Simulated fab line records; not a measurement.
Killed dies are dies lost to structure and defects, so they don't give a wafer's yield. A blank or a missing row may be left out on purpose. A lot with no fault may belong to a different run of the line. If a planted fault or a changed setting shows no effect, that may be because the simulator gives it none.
Matching of chambers | flow nand harc | 4 sister chambers for NHARC_A_WL_FILL_ALD_02 on ald metal-03
The step deposits TiN, target thk 2 nm, pulse time 3 s, ald cycles 100. 4 wafers are shown with their chamber, then 6 later ones without.

== WAFERS, EACH WITH ITS CHAMBER ==
wafer  | chamber | heater power w (W)
L816.2 | 0       | 1100
L816.3 | 3       | 852
L819.2 | 1       | 1090
L819.3 | 2       | 1321

== WAFERS WITHOUT THEIR CHAMBER ==
wafer  | heater power w (W)
L819.5 | 1072
L824.1 | 1104
L824.3 | 1114
L829.1 | 1092
L829.2 | 1285
L829.3 | 1083

== WHICH CHAMBER EACH WENT THROUGH ==
wafer  | from the rows above     | in truth
L819.5 | can't be placed: 1 or 0 | 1
L824.1 | can't be placed: 0 or 1 | 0
L824.3 | can't be placed: 0 or 1 | 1
L829.1 | can't be placed: 1 or 0 | 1
L829.2 | 2                       | 2
L829.3 | can't be placed: 1 or 0 | 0
1 of 6 placed correctly. Not placeable from these rows: 5 (in 5, the candidates include the true chamber). Wrongly placed: 0.
How it was worked out, from the rows above alone: a wafer's distance from a chamber is the root of the sum, over the readings, of the square of ((its reading less the chamber's mean) divided by the reading's scatter). The wafer belongs to the nearest chamber; if the next one is less than 2 further off, it can't be placed. A chamber's mean is the mean of its shown wafers. The scatter (one wafer shown for each chamber): square how far every hidden wafer sits from the nearest shown wafer, average those squares and take the square root.
